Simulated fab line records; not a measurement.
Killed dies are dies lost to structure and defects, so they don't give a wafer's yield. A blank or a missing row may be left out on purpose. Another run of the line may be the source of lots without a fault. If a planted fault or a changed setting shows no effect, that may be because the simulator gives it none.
Which tool is to blame? + flow nand-harc + 42 wafers from 14 lots sampled at 4 of the route's 1302 steps

== WHAT EACH GAUGE READ, for each wafer ==
NHARC_END_SORT_01.
| lot  | measured     | on        | killed-at-array | killed-at-other | killed-at-periphery | killed-dies | killed-open | killed-short |
|------|--------------|-----------|-----------------|-----------------|---------------------|-------------|-------------|--------------|
| L970 | day 31 11:17 | prober-01 | 205 166 122     | 3 2 4           | 3 2 8               | 211 170 134 | 7 0 6       | 2 1 5        |
| L973 | day 32 06:20 | prober-02 | 129 181 131     | 0 0 0           | 2 2 3               | 131 183 134 | 1 3 1       | 1 5 1        |

== WHICH TOOL RAN EACH LOT (tool, then ch and the chambers of the sampled wafers, then the start) ==
| lot  | NHARC_A_CONTACT_ALD_18              | NHARC_THIN_TSV_ETCH_15           | NHARC_THIN_TSV_PVD_51                   |
|------|-------------------------------------|----------------------------------|-----------------------------------------|
| L954 | ald-metal-02 ch 2,3, day 23 07:47   | rie-si-04 ch 1,3, day 24 15:26   | pvd-sputter-02, no start                |
| L955 | ald-metal-04 ch 0,1, day 23 11:13   | rie-si-04 ch 0,1, day 24 17:42   | pvd-sputter-01, no start                |
| L956 | ald-metal-04 ch 0,2, day 23 14:37   | rie-si-04 ch 2,3, day 24 21:21   | pvd-sputter-03, no start                |
| L958 | ald-metal-04 ch 1,2, day 24 10:49   | rie-si-04 ch 0,1,3, day 25 18:21 | pvd-sputter-03, no start                |
| L959 | ald-metal-02 ch 2,3, day 24 12:58   | rie-si-05 ch 2,3, day 25 19:33   | pvd-sputter-03, no start                |
| L962 | ald-metal-04 ch 2,3, day 25 22:56   | rie-si-04 ch 1,2,3, day 27 06:06 | pvd-sputter-02, no start                |
| L964 | ald-metal-02 ch 0,3, day 26 07:48   | rie-si-01 ch 2,3, day 27 11:20   | pvd-sputter-02, no start                |
| L966 | ald-metal-01 ch 0,1,2, day 26 11:34 | rie-si-04 ch 0,2,3, day 27 18:21 | pvd-sputter-03, no start                |
| L965 | ald-metal-02 ch 1,2, day 26 21:50   | rie-si-04 ch 1,2,3, day 28 07:43 | pvd-sputter-02, no start                |
| L968 | ald-metal-01 ch 0,3, day 28 04:45   | rie-si-05 ch 0,3, day 29 13:53   | pvd-sputter-01, no start                |
| L970 | ald-metal-04 ch 0,1,2, day 29 11:51 | rie-si-01 ch 0,2,3, day 30 18:22 | pvd-sputter-02, day 31 11:17 or earlier |
| L973 | ald-metal-04 ch 2,3, day 30 00:59   | rie-si-05 ch 2,3, day 31 09:23   | pvd-sputter-02, day 32 06:20 or earlier |
| L974 | ald-metal-02 ch 0,1, day 30 08:13   | rie-si-01 ch 0,3, day 31 15:20   | pvd-sputter-01, no start                |
| L976 | ald-metal-01 ch 0,1,2, day 31 17:54 | rie-si-01 ch 1,2,3, day 33 13:03 | pvd-sputter-03, no start                |
- NHARC_A_CONTACT_ALD_18: deposits TiN, target thk 3 nm, pulse time 1 s, ald cycles 150.
- NHARC_THIN_TSV_ETCH_15: target depth 3000 nm, bosch target overetch cycles 2, bosch etch step 2.8 s.
- NHARC_THIN_TSV_PVD_51: deposits Cu, target thk 100 nm.

== AS READ BY THE TOOLS THEMSELVES (means over the sampled wafers that have a number; for cases with no such wafer, the mark the record gives instead) ==
NHARC_A_CONTACT_ALD_18.
| lot  | tool         | heater-power-w (W) | precursor-pulse-height-rel |
|------|--------------|--------------------|----------------------------|
| L954 | ald-metal-02 | 1132               | 0.999                      |
| L955 | ald-metal-04 | 1056               | 1.018                      |
| L956 | ald-metal-04 | 1060               | 1.001                      |
| L958 | ald-metal-04 | 997                | 0.984                      |
| L959 | ald-metal-02 | 1146               | 0.989                      |
| L962 | ald-metal-04 | 1053               | 0.985                      |
| L964 | ald-metal-02 | 1115               | 0.998                      |
| L966 | ald-metal-01 | 1127               | 0.996                      |
| L965 | ald-metal-02 | 1077               | 1.004                      |
| L968 | ald-metal-01 | 937                | 0.994                      |
| L970 | ald-metal-04 | 1021               | 0.979                      |
| L973 | ald-metal-04 | 989                | 1.012                      |
| L974 | ald-metal-02 | 1036               | 0.990                      |
| L976 | ald-metal-01 | 1092               | 0.993                      |

NHARC_THIN_TSV_ETCH_15.
| lot  | tool      | drypump-motor-current-A (A) |
|------|-----------|-----------------------------|
| L954 | rie-si-04 | 5.8                         |
| L955 | rie-si-04 | 5.9                         |
| L956 | rie-si-04 | 6.0                         |
| L958 | rie-si-04 | 5.9                         |
| L959 | rie-si-05 | 5.4                         |
| L962 | rie-si-04 | 6.0                         |
| L964 | rie-si-01 | 6.4                         |
| L966 | rie-si-04 | 6.0                         |
| L965 | rie-si-04 | 6.0                         |
| L968 | rie-si-05 | 5.5                         |
| L970 | rie-si-01 | 6.1                         |
| L973 | rie-si-05 | 5.4                         |
| L974 | rie-si-01 | 5.7                         |
| L976 | rie-si-01 | 5.9                         |

NHARC_THIN_TSV_PVD_51.
| lot  | tool           | throttle-valve-pct (%) |
|------|----------------|------------------------|
| L954 | pvd-sputter-02 | 28.6                   |
| L955 | pvd-sputter-01 | 29.5                   |
| L956 | pvd-sputter-03 | 30.3                   |
| L958 | pvd-sputter-03 | 29.6                   |
| L959 | pvd-sputter-03 | 29.5                   |
| L962 | pvd-sputter-02 | 31.7                   |
| L964 | pvd-sputter-02 | 30.4                   |
| L966 | pvd-sputter-03 | 29.7                   |
| L965 | pvd-sputter-02 | 29.2                   |
| L968 | pvd-sputter-01 | 30.6                   |
| L970 | pvd-sputter-02 | 28.9                   |
| L973 | pvd-sputter-02 | 30.0                   |
| L974 | pvd-sputter-01 | 30.9                   |
| L976 | pvd-sputter-03 | 30.2                   |

== THE ANSWER, worked out from the rows above alone ==
Rule: what is usual is taken from the lots themselves. Put in order of their means at a reading, lots are off if they are a third of the lots or fewer, leave a main group of 4 or more, and stand apart from it by a gap of 3 or more times the standard deviation of the main group's means; of several such gaps the widest counts. Not used: any main group whose means are identical at the precision the tables above print for the reading. A lot without any number at a reading at which 4 lots or more have one is off too. Any other lot the step has rows for is counted as sound. After the gauges, taken in route order, come the tools' own readings; for these a lot's mean is taken, as printed above. At the first step where some lot is off, the reading lying furthest off is the one used; lots without a number count as furthest.
No lot is off on any of the readings shown, so nothing can be concluded from this.

== WHAT WAS PUT IN BY THE SIMULATOR ==
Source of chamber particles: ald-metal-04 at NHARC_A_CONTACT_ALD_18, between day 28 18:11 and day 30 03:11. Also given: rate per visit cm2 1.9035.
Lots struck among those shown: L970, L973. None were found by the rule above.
